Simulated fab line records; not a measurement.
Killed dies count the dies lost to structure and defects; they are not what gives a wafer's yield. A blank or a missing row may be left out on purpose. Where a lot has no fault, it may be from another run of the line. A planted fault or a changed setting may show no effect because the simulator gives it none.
Chamber matching ; flow n5_finfet ; N5_BEOL_M6_ETCH_72 on rie_diel-06 has 4 sister chambers
The step etches underlayer in N2/H2, target depth 6.5 nm, time 5.2 s. 16 wafers are shown with their chamber, then 8 later ones without.

## WAFERS WITH THEIR CHAMBER
wafer;chamber;drypump_motor_current_A (A);showerhead_plenum_p_Torr (Torr);throttle_valve_pct (%)
L077.1;2;5.4;2.44;18.19
L077.4;3;6.5;2.47;17.80
L077.6;2;5.5;2.44;18.19
L078.1;3;6.5;2.47;17.81
L078.5;3;6.5;2.48;17.79
L078.6;1;6.0;2.50;18.22
L080.1;1;6.0;2.50;18.22
L080.3;2;5.5;2.43;18.22
L080.6;1;6.0;2.50;18.22
L081.1;3;6.5;2.47;17.81
L081.2;1;6.0;2.49;18.23
L081.5;2;5.5;2.43;18.24
L085.1;1;6.0;2.49;17.75
L085.2;3;6.5;2.47;17.86
L085.5;0;6.6;2.47;17.60
L088.2;0;6.6;2.47;17.61

SIGNATURES, as means of the wafers listed above
reading;chamber 0;chamber 1;chamber 2;chamber 3;scatter within a chamber
drypump_motor_current_A;6.600;6.000;5.475;6.500;0.025
showerhead_plenum_p_Torr;2.4700;2.4960;2.4350;2.4720;0.005
throttle_valve_pct;17.6050;18.1280;18.2100;17.8140;0.124
Rule: a wafer's distance from a chamber is the root of the sum, over the readings, of the square of ((its reading less the chamber's mean) divided by the reading's scatter). The wafer belongs to the nearest chamber; if the next one is less than 2 further off, it can't be placed. How the scatter is found: for the shown wafers, subtract from each reading the mean of its chamber, square and add these, divide the total by (wafers less chambers), then take the root.

## WAFERS WITHOUT THEIR CHAMBER
wafer;drypump_motor_current_A (A);showerhead_plenum_p_Torr (Torr);throttle_valve_pct (%)
L088.4;5.4;2.42;18.24
L088.5;6.0;2.49;17.75
L089.1;6.5;2.46;17.84
L089.5;5.5;2.42;18.28
L089.6;6.5;2.46;17.84
L091.1;6.0;2.49;17.80
L091.5;6.6;2.47;17.63
L091.6;6.5;2.46;17.84

## THE CHAMBER EACH PASSED THROUGH
wafer;from the rows above;in truth
L088.4;2;2
L088.5;1;1
L089.1;3;3
L089.5;2;2
L089.6;3;3
L091.1;1;1
L091.5;0;0
L091.6;3;3
8 of 8 placed correctly. From these rows, 0 cannot be placed. Placed wrongly: 0.
